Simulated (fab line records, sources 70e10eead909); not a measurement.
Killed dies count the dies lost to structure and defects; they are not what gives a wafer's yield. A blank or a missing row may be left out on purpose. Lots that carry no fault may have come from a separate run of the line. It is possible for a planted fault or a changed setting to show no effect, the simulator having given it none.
Chamber matching | flow nand harc | NHARC_A_BONDPAD_ETCH_34 on rie diel-03 has 4 sister chambers
The step etches the open film in N2/H2, target depth 60 nm, overetch 18 nm, time 65.91 s. 4 wafers are shown with their chamber, then 10 later ones without.

WAFERS WITH THEIR CHAMBER
wafer  | chamber | drypump motor current A (A)
L157.4 | 3       | 5.57
L157.6 | 2       | 5.40
L153.2 | 1       | 5.64
L153.3 | 0       | 5.97

WAFERS WITHOUT THEIR CHAMBER
wafer  | drypump motor current A (A)
L153.4 | 5.55
L158.2 | 5.97
L158.4 | 5.41
L158.6 | 5.65
L161.2 | 5.41
L161.3 | 5.57
L161.6 | 5.57
L168.2 | 5.98
L168.5 | 5.42
L168.6 | 5.68

THE CHAMBER EACH PASSED THROUGH
wafer  | from the rows above | in truth
L153.4 | 3                   | 3
L158.2 | 0                   | 0
L158.4 | 2                   | 2
L158.6 | 1                   | 1
L161.2 | 2                   | 2
L161.3 | 3                   | 3
L161.6 | 3                   | 3
L168.2 | 0                   | 0
L168.5 | 2                   | 2
L168.6 | 1                   | 1
Correct placement for 10 of the 10. From these rows, 0 cannot be placed. 0 placed wrongly.
How it was worked out, from the rows above alone: a wafer's distance from a chamber is the root of the sum, over the readings, of the square of ((its reading less the chamber's mean) divided by the reading's scatter). The wafer belongs to the nearest chamber; if the next one is less than 2 further off, it can't be placed. Each chamber's mean is taken over the wafers shown for it. The scatter: with one shown wafer a chamber, the root of the mean of the squares of how far each hidden wafer lies from its nearest shown one.
